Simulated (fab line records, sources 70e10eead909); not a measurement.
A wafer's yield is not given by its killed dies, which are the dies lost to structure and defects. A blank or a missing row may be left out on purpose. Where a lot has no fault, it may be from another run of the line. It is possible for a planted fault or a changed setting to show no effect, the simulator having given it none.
Commonality check across tools | flow nandHarc | 33 wafers sampled across 11 lots

REASON FOR OPENING
Flagged at NHARC_P_GATE_CD_MEAS_26: reading cdNm, on 1 of 11 lots. No-fault wafers: 119.8 nm, standard deviation 0.54.
Rule: a lot gets a flag if all its wafers with a number sit over 4 standard deviations from that mean, or if no wafer of it has a number. The other lots count as sound.

lot  | measured     | on       | cdNm (nm), wafer by wafer | flag
L699 | day 6 04:38  | cdSem-03 | 120.1 120.4 120.1         | 
L701 | day 7 03:46  | cdSem-03 | 119.4 120.1 119.8         | 
L704 | day 8 10:12  | cdSem-02 | 115.7 114.9 114.8         | FLAGGED
L711 | day 11 02:28 | cdSem-01 | 119.8 120.5 119.0         | 
L712 | day 11 22:23 | cdSem-02 | 120.4 120.1 119.8         | 
L713 | day 12 02:11 | cdSem-02 | 119.0 119.9 119.1         | 
L714 | day 12 13:16 | cdSem-03 | 120.2 120.0 120.4         | 
L715 | day 12 19:55 | cdSem-02 | 118.7 120.0 120.3         | 
L716 | day 13 16:38 | cdSem-03 | 118.9 118.9 120.2         | 
L717 | day 13 18:59 | cdSem-01 | 119.4 119.7 119.1         | 
L719 | day 14 18:27 | cdSem-01 | 119.9 119.7 120.7         | 
Average over the flagged lots: 115.1 nm; offset from the usual -4.7 nm, equal to -9 standard deviations.

WHICH TOOL EACH LOT WENT THROUGH
Before the reading, the record contains 2 process steps out of a 1302-step route. Read each cell as the tool, then ch plus the chambers that the sampled wafers visited, then the start.
lot  | flag    | NHARC_P_STI_ETCH_15             | NHARC_P_GATE_EXPOSE_23
L699 |         | rieSi-05 ch 1,2,3, day 4 03:22  | arfiScanner-01 ch 0, day 6 04:31
L701 |         | rieSi-01 ch 0,1, day 4 22:10    | arfiScanner-03 ch 0, day 7 03:38
L704 | FLAGGED | rieSi-06 ch 1,2,3, day 6 02:41  | arfiScanner-01 ch 0, day 8 10:04
L711 |         | rieSi-06 ch 0,3, day 9 01:04    | arfiScanner-03 ch 0, day 11 02:20
L712 |         | rieSi-06 ch 0,2, day 9 13:13    | arfiScanner-01 ch 0, day 11 22:15
L713 |         | rieSi-06 ch 0,2,3, day 9 22:00  | arfiScanner-03 ch 0, day 12 02:03
L714 |         | rieSi-05 ch 2,3, day 10 07:43   | arfiScanner-01 ch 0, day 12 13:08
L715 |         | rieSi-06 ch 0,1,2, day 10 17:49 | arfiScanner-03 ch 0, day 12 19:47
L716 |         | rieSi-01 ch 0,1,2, day 11 05:50 | arfiScanner-02 ch 0, day 13 16:29
L717 |         | rieSi-05 ch 0,2,3, day 11 14:28 | arfiScanner-03 ch 0, day 13 18:51
L719 |         | rieSi-06 ch 0,2, day 12 10:58   | arfiScanner-02 ch 0, day 14 18:19
What these steps do:
- NHARC_P_STI_ETCH_15: etches the open film in HBr/Cl2, target depth 300 nm, time 100.1 s.
- NHARC_P_GATE_EXPOSE_23: exposes mask P GATE, target cd 120 nm.
- NHARC_P_GATE_CD_MEAS_26: target cd 120 nm.

FLAGGED OVER TOTAL, TOOL BY TOOL (the gauges that took the reading come last)
step                    | tool           | lots run | flagged | share of the flagged lots | sound lots run after its first flagged lot
NHARC_P_STI_ETCH_15     | rieSi-01       | 2        | 0       | none                      | -
NHARC_P_STI_ETCH_15     | rieSi-05       | 3        | 0       | none                      | -
NHARC_P_STI_ETCH_15     | rieSi-06       | 6        | 1       | all                       | 5 (L711,L712,L713,L715,L719)
NHARC_P_GATE_EXPOSE_23  | arfiScanner-01 | 4        | 1       | all                       | 2 (L712,L714)
NHARC_P_GATE_EXPOSE_23  | arfiScanner-02 | 2        | 0       | none                      | -
NHARC_P_GATE_EXPOSE_23  | arfiScanner-03 | 5        | 0       | none                      | -
NHARC_P_GATE_CD_MEAS_26 | cdSem-01       | 3        | 0       | none                      | -
NHARC_P_GATE_CD_MEAS_26 | cdSem-02       | 4        | 1       | all                       | 3 (L712,L713,L715)
NHARC_P_GATE_CD_MEAS_26 | cdSem-03       | 4        | 0       | none                      | -

WHAT THE TABLE ALLOWS
In the table, 3 rows ran each flagged lot (rieSi-06 at NHARC_P_STI_ETCH_15; arfiScanner-01 at NHARC_P_GATE_EXPOSE_23; cdSem-02 at NHARC_P_GATE_CD_MEAS_26).
- rieSi-06 at NHARC_P_STI_ETCH_15 ran 6 lots, 1 of them flagged. Sound lots ran on it after the first flagged one (L711, L712, L713, L715, L719), which a lasting fault on the whole tool wouldn't allow.
- arfiScanner-01 at NHARC_P_GATE_EXPOSE_23 ran 4 lots, 1 of them flagged. Sound lots ran on it after the first flagged one (L712, L714), which a lasting fault on the whole tool wouldn't allow.
- cdSem-02 at NHARC_P_GATE_CD_MEAS_26 ran 4 lots, 1 of them flagged. Sound lots ran on it after the first flagged one (L712, L713, L715), which a lasting fault on the whole tool wouldn't allow.
Not one row of the table ran every flagged lot while running no sound lot after the first.

WHAT THE SIMULATOR HAD PUT IN
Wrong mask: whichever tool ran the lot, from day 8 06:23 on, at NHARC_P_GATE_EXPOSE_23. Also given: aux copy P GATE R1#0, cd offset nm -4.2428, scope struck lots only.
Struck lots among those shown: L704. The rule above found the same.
